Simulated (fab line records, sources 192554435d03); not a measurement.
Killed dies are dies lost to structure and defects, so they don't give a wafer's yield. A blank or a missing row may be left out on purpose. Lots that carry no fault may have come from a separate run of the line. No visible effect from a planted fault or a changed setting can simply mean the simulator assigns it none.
Lot-split experiment :: flow n5 finfet :: on a route of 1938 steps: 7 lots, 21 wafers read

SPLIT DETAILS
At N5_BEOL_M0_SAQP_COAT_69 (time 60 s, resist thk 90 nm), the setting spin rpm was moved away from the recipe's 1500 rpm on 5 of the 21 wafers read, by -10.1% to +10.7%. The other wafers ran this setting at the recipe's value.

The reading is taken at the split's own step.

THE READING
SOC_of_BEOL_M0_SAQP_COAT_69.thk nm (the simulator's own value, which no gauge read), in nm, at N5_BEOL_M0_SAQP_COAT_69 (time 60 s, resist thk 90 nm). No usual value for it is given in the file. Here, 16 wafers ran the recipe; their average is 89.8 nm with a standard deviation of 0.25 nm.

wafer: L076.1
tool, chamber at the split: litho track-02, 0
spin rpm as run, rpm: 1500
against the recipe: recipe
SOC_of_BEOL_M0_SAQP_COAT_69.thk nm, nm: 89.8
against lot-mates on the recipe: -

wafer: L076.2
tool, chamber at the split: litho track-02, 0
spin rpm as run, rpm: 1348
against the recipe: -10.1%
SOC_of_BEOL_M0_SAQP_COAT_69.thk nm, nm: 94.8
against lot-mates on the recipe: +4.9

wafer: L076.6
tool, chamber at the split: litho track-02, 0
spin rpm as run, rpm: 1500
against the recipe: recipe
SOC_of_BEOL_M0_SAQP_COAT_69.thk nm, nm: 90
against lot-mates on the recipe: -

wafer: L082.2
tool, chamber at the split: litho track-02, 0
spin rpm as run, rpm: 1500
against the recipe: recipe
SOC_of_BEOL_M0_SAQP_COAT_69.thk nm, nm: 89.2
against lot-mates on the recipe: -

wafer: L082.3
tool, chamber at the split: litho track-02, 0
spin rpm as run, rpm: 1500
against the recipe: recipe
SOC_of_BEOL_M0_SAQP_COAT_69.thk nm, nm: 89.6
against lot-mates on the recipe: -

wafer: L082.4
tool, chamber at the split: litho track-02, 0
spin rpm as run, rpm: 1500
against the recipe: recipe
SOC_of_BEOL_M0_SAQP_COAT_69.thk nm, nm: 89.6
against lot-mates on the recipe: -

wafer: L087.2
tool, chamber at the split: litho track-01, 0
spin rpm as run, rpm: 1660
against the recipe: +10.7%
SOC_of_BEOL_M0_SAQP_COAT_69.thk nm, nm: 85.4
against lot-mates on the recipe: -4.4

wafer: L087.3
tool, chamber at the split: litho track-01, 0
spin rpm as run, rpm: 1500
against the recipe: recipe
SOC_of_BEOL_M0_SAQP_COAT_69.thk nm, nm: 89.8
against lot-mates on the recipe: -

wafer: L087.6
tool, chamber at the split: litho track-01, 0
spin rpm as run, rpm: 1500
against the recipe: recipe
SOC_of_BEOL_M0_SAQP_COAT_69.thk nm, nm: 89.8
against lot-mates on the recipe: -

wafer: L089.2
tool, chamber at the split: litho track-01, 0
spin rpm as run, rpm: 1500
against the recipe: recipe
SOC_of_BEOL_M0_SAQP_COAT_69.thk nm, nm: 90.2
against lot-mates on the recipe: -

wafer: L089.3
tool, chamber at the split: litho track-01, 0
spin rpm as run, rpm: 1563
against the recipe: +4.2%
SOC_of_BEOL_M0_SAQP_COAT_69.thk nm, nm: 88.4
against lot-mates on the recipe: -1.8

wafer: L089.5
tool, chamber at the split: litho track-01, 0
spin rpm as run, rpm: 1563
against the recipe: +4.2%
SOC_of_BEOL_M0_SAQP_COAT_69.thk nm, nm: 88.4
against lot-mates on the recipe: -1.8

wafer: L092.1
tool, chamber at the split: litho track-02, 0
spin rpm as run, rpm: 1500
against the recipe: recipe
SOC_of_BEOL_M0_SAQP_COAT_69.thk nm, nm: 90
against lot-mates on the recipe: -

wafer: L092.3
tool, chamber at the split: litho track-02, 0
spin rpm as run, rpm: 1594
against the recipe: +6.3%
SOC_of_BEOL_M0_SAQP_COAT_69.thk nm, nm: 87.4
against lot-mates on the recipe: -2.7

wafer: L092.6
tool, chamber at the split: litho track-02, 0
spin rpm as run, rpm: 1500
against the recipe: recipe
SOC_of_BEOL_M0_SAQP_COAT_69.thk nm, nm: 90.2
against lot-mates on the recipe: -

wafer: L094.1
tool, chamber at the split: litho track-02, 0
spin rpm as run, rpm: 1500
against the recipe: recipe
SOC_of_BEOL_M0_SAQP_COAT_69.thk nm, nm: 89.6
against lot-mates on the recipe: -

wafer: L094.4
tool, chamber at the split: litho track-02, 0
spin rpm as run, rpm: 1500
against the recipe: recipe
SOC_of_BEOL_M0_SAQP_COAT_69.thk nm, nm: 89.6
against lot-mates on the recipe: -

wafer: L094.3
tool, chamber at the split: litho track-02, 0
spin rpm as run, rpm: 1500
against the recipe: recipe
SOC_of_BEOL_M0_SAQP_COAT_69.thk nm, nm: 89.8
against lot-mates on the recipe: -

wafer: L097.1
tool, chamber at the split: litho track-01, 0
spin rpm as run, rpm: 1500
against the recipe: recipe
SOC_of_BEOL_M0_SAQP_COAT_69.thk nm, nm: 90
against lot-mates on the recipe: -

wafer: L097.3
tool, chamber at the split: litho track-01, 0
spin rpm as run, rpm: 1500
against the recipe: recipe
SOC_of_BEOL_M0_SAQP_COAT_69.thk nm, nm: 90
against lot-mates on the recipe: -

wafer: L097.5
tool, chamber at the split: litho track-01, 0
spin rpm as run, rpm: 1500
against the recipe: recipe
SOC_of_BEOL_M0_SAQP_COAT_69.thk nm, nm: 89.8
against lot-mates on the recipe: -

FIT RESULTS
A straight line over all 21 wafers: SOC_of_BEOL_M0_SAQP_COAT_69.thk nm changes by -0.433 nm for each +1% of spin rpm; r = -0.98; the points scatter about the line by 0.29 nm.
The same after taking each lot's own level away (the mean of its wafers on the recipe; 21 wafers): -0.444 nm for each +1%; r = -1.00; scatter 0.15 nm.
The reading moves by 4.7 nm for the largest change in spin rpm, on that fit.
From 89.47 to 90.20 nm: that is the span of the lots' own levels, equal to 2.9 times the standard deviation above.
Hence the lot-to-lot level has little effect on the slope; both slopes agree.
Check: -4.89 nm against its lot-mates is what the line predicts for one of the wafers moved furthest among these (+10.7%) when that wafer is left out of the fit. Against them it came out at -4.4 nm.

OTHER SPLITS APPLIED TO THESE WAFERS
These wafers also went through other splits before the reading. Each is held against what the fit with the lots' levels taken away leaves over:
other split on the same wafers: N5_GATE_CUT_COAT_34 spin rpm
wafers away from the commonest value: 4
r with SOC_of_BEOL_M0_SAQP_COAT_69.thk nm (lot level and that fit taken away): -0.15

other split on the same wafers: N5_MOL_CONTACT_COAG_ETCH_105 bias w
wafers away from the commonest value: 5
r with SOC_of_BEOL_M0_SAQP_COAT_69.thk nm (lot level and that fit taken away): +0.13

other split on the same wafers: N5_MOL_CONTACT_COAG_ETCH_15 source w
wafers away from the commonest value: 8
r with SOC_of_BEOL_M0_SAQP_COAT_69.thk nm (lot level and that fit taken away): +0.28

other split on the same wafers: N5_MOL_CONTACT_COAG_EXPOSE_37 dose mj
wafers away from the commonest value: 7
r with SOC_of_BEOL_M0_SAQP_COAT_69.thk nm (lot level and that fit taken away): +0.09

FILE'S OWN FIT
SOC_of_BEOL_M0_SAQP_COAT_69.thk nm changes by -0.443 nm for each +1% of spin rpm, r = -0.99.
